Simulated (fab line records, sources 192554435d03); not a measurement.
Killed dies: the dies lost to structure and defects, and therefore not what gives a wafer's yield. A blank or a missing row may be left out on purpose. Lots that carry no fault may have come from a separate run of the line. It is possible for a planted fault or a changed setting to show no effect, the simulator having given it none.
Split-lot study || flow n5_finfet || on a route of 1938 steps: 7 lots, 21 wafers read

SPLIT DETAILS
At N5_BEOL_M0_SAQP_DESCUM_45 (chemistry O2, time 7 s), the setting time_s was moved away from the recipe's 7 s on 9 of the 21 wafers read, by -20.6% to +10.4%. This setting was run at the recipe's value on the other wafers.

The reading is taken at the split's own step.

THE READING
CAR-EUV_of_BEOL_M0_SAQP_COAT_34.thk_nm (the simulator's own value, which no gauge read), in nm, at N5_BEOL_M0_SAQP_DESCUM_45 (chemistry O2, time 7 s). No usual value for it is given in the file. Across the 12 wafers here that went through the recipe, the average is 26.1 nm and the standard deviation 0.099 nm.

{"wafer": "L075.1", "tool, chamber at the split": "rie_diel-02, 2", "time_s as run, s": 7.726, "against the recipe": "+10.4%", "CAR-EUV_of_BEOL_M0_SAQP_COAT_34.thk_nm, nm": 25.6, "against lot-mates on the recipe": -0.4}
{"wafer": "L075.5", "tool, chamber at the split": "rie_diel-02, 2", "time_s as run, s": 7.726, "against the recipe": "+10.4%", "CAR-EUV_of_BEOL_M0_SAQP_COAT_34.thk_nm, nm": 25.6, "against lot-mates on the recipe": -0.4}
{"wafer": "L075.2", "tool, chamber at the split": "rie_diel-02, 3", "time_s as run, s": 7, "against the recipe": "recipe", "CAR-EUV_of_BEOL_M0_SAQP_COAT_34.thk_nm, nm": 26, "against lot-mates on the recipe": "-"}
{"wafer": "L080.2", "tool, chamber at the split": "rie_diel-01, 1", "time_s as run, s": 7, "against the recipe": "recipe", "CAR-EUV_of_BEOL_M0_SAQP_COAT_34.thk_nm, nm": 26.2, "against lot-mates on the recipe": "-"}
{"wafer": "L080.5", "tool, chamber at the split": "rie_diel-01, 1", "time_s as run, s": 5.555, "against the recipe": "-20.6%", "CAR-EUV_of_BEOL_M0_SAQP_COAT_34.thk_nm, nm": 26.8, "against lot-mates on the recipe": "+0.6"}
{"wafer": "L080.6", "tool, chamber at the split": "rie_diel-01, 0", "time_s as run, s": 5.555, "against the recipe": "-20.6%", "CAR-EUV_of_BEOL_M0_SAQP_COAT_34.thk_nm, nm": 26.8, "against lot-mates on the recipe": "+0.6"}
{"wafer": "L081.1", "tool, chamber at the split": "rie_diel-04, 2,3", "time_s as run, s": 6.512, "against the recipe": "-7.0%", "CAR-EUV_of_BEOL_M0_SAQP_COAT_34.thk_nm, nm": 26.4, "against lot-mates on the recipe": "+0.2"}
{"wafer": "L081.3", "tool, chamber at the split": "rie_diel-04, 2,3", "time_s as run, s": 6.512, "against the recipe": "-7.0%", "CAR-EUV_of_BEOL_M0_SAQP_COAT_34.thk_nm, nm": 26.4, "against lot-mates on the recipe": "+0.2"}
{"wafer": "L081.5", "tool, chamber at the split": "rie_diel-04, 0", "time_s as run, s": 7, "against the recipe": "recipe", "CAR-EUV_of_BEOL_M0_SAQP_COAT_34.thk_nm, nm": 26.2, "against lot-mates on the recipe": "-"}
{"wafer": "L084.1", "tool, chamber at the split": "rie_diel-01, 3", "time_s as run, s": 7, "against the recipe": "recipe", "CAR-EUV_of_BEOL_M0_SAQP_COAT_34.thk_nm, nm": 26, "against lot-mates on the recipe": "-"}
{"wafer": "L084.2", "tool, chamber at the split": "rie_diel-01, 1", "time_s as run, s": 7, "against the recipe": "recipe", "CAR-EUV_of_BEOL_M0_SAQP_COAT_34.thk_nm, nm": 26, "against lot-mates on the recipe": "-"}
{"wafer": "L084.3", "tool, chamber at the split": "rie_diel-01, 0", "time_s as run, s": 7, "against the recipe": "recipe", "CAR-EUV_of_BEOL_M0_SAQP_COAT_34.thk_nm, nm": 26, "against lot-mates on the recipe": "-"}
{"wafer": "L088.2", "tool, chamber at the split": "rie_diel-02, 0", "time_s as run, s": 7, "against the recipe": "recipe", "CAR-EUV_of_BEOL_M0_SAQP_COAT_34.thk_nm, nm": 26.2, "against lot-mates on the recipe": "-"}
{"wafer": "L088.3", "tool, chamber at the split": "rie_diel-02, 2", "time_s as run, s": 7, "against the recipe": "recipe", "CAR-EUV_of_BEOL_M0_SAQP_COAT_34.thk_nm, nm": 26.2, "against lot-mates on the recipe": "-"}
{"wafer": "L088.5", "tool, chamber at the split": "rie_diel-02, 0", "time_s as run, s": 7, "against the recipe": "recipe", "CAR-EUV_of_BEOL_M0_SAQP_COAT_34.thk_nm, nm": 26.2, "against lot-mates on the recipe": "-"}
{"wafer": "L092.1", "tool, chamber at the split": "rie_diel-01, 2", "time_s as run, s": 5.784, "against the recipe": "-17.4%", "CAR-EUV_of_BEOL_M0_SAQP_COAT_34.thk_nm, nm": 26.8, "against lot-mates on the recipe": "+0.6"}
{"wafer": "L092.4", "tool, chamber at the split": "rie_diel-01, 2", "time_s as run, s": 7, "against the recipe": "recipe", "CAR-EUV_of_BEOL_M0_SAQP_COAT_34.thk_nm, nm": 26.2, "against lot-mates on the recipe": "-"}
{"wafer": "L092.5", "tool, chamber at the split": "rie_diel-01, 1", "time_s as run, s": 5.784, "against the recipe": "-17.4%", "CAR-EUV_of_BEOL_M0_SAQP_COAT_34.thk_nm, nm": 26.6, "against lot-mates on the recipe": "+0.4"}
{"wafer": "L096.1", "tool, chamber at the split": "rie_diel-01, 1", "time_s as run, s": 5.721, "against the recipe": "-18.3%", "CAR-EUV_of_BEOL_M0_SAQP_COAT_34.thk_nm, nm": 26.8, "against lot-mates on the recipe": "+0.7"}
{"wafer": "L096.2", "tool, chamber at the split": "rie_diel-01, 0", "time_s as run, s": 7, "against the recipe": "recipe", "CAR-EUV_of_BEOL_M0_SAQP_COAT_34.thk_nm, nm": 26, "against lot-mates on the recipe": "-"}
{"wafer": "L096.3", "tool, chamber at the split": "rie_diel-01, 3", "time_s as run, s": 7, "against the recipe": "recipe", "CAR-EUV_of_BEOL_M0_SAQP_COAT_34.thk_nm, nm": 26.2, "against lot-mates on the recipe": "-"}
Where a row lists several chambers, the file gives one row for several wafers and doesn't say which wafer went through which chamber.

THE FIT
A straight line over all 21 wafers: CAR-EUV_of_BEOL_M0_SAQP_COAT_34.thk_nm changes by -0.0369 nm for each +1% of time_s; r = -0.96; the points scatter about the line by 0.098 nm.
The same after taking each lot's own level away (the mean of its wafers on the recipe; 21 wafers): -0.032 nm for each +1%; r = -0.98; scatter 0.062 nm.
According to that fit, moving time_s by its largest amount changes the reading by 0.66 nm.
From 26.00 to 26.20 nm: that is the span of the lots' own levels, equal to 2.0 times the standard deviation above.
Thus the slope moves with the lot-to-lot level: the two fits are different.
Check: for one of the wafers moved furthest among these (-20.6%), held out of the fit, the line's prediction against its lot-mates is +0.658 nm. Against them it came out at +0.6 nm.

OTHER SPLITS APPLIED TO THESE WAFERS
Before the reading, these wafers also passed through other splits. Each is held against what the fit with the lots' levels taken away leaves over:
{"other split on the same wafers": "N5_HKMG_FIN_ETCH_58 source_w", "wafers away from the commonest value": 8, "r with CAR-EUV_of_BEOL_M0_SAQP_COAT_34.thk_nm (lot level and that fit taken away)": -0.05}
{"other split on the same wafers": "N5_HKMG_FIN_ALD_79 ald_cycles", "wafers away from the commonest value": 7, "r with CAR-EUV_of_BEOL_M0_SAQP_COAT_34.thk_nm (lot level and that fit taken away)": -0.07}
{"other split on the same wafers": "N5_MOL_CONTACT_COAG_VIA_ETCH_117 bias_w", "wafers away from the commonest value": 7, "r with CAR-EUV_of_BEOL_M0_SAQP_COAT_34.thk_nm (lot level and that fit taken away)": "+0.24"}
{"other split on the same wafers": "N5_MOL_CONTACT_COAG_CVD_140 target_thk_a", "wafers away from the commonest value": 4, "r with CAR-EUV_of_BEOL_M0_SAQP_COAT_34.thk_nm (lot level and that fit taken away)": -0.11}
{"other split on the same wafers": "N5_BEOL_M0_SAQP_PECVD_03 time_s", "wafers away from the commonest value": 5, "r with CAR-EUV_of_BEOL_M0_SAQP_COAT_34.thk_nm (lot level and that fit taken away)": "+0.17"}
{"other split on the same wafers": "N5_BEOL_M0_SAQP_EXPOSE_37 dose_mj", "wafers away from the commonest value": 5, "r with CAR-EUV_of_BEOL_M0_SAQP_COAT_34.thk_nm (lot level and that fit taken away)": -0.24}

THE FILE'S OWN FIT
CAR-EUV_of_BEOL_M0_SAQP_COAT_34.thk_nm changes by -0.0324 nm for each +1% of time_s, r = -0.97.
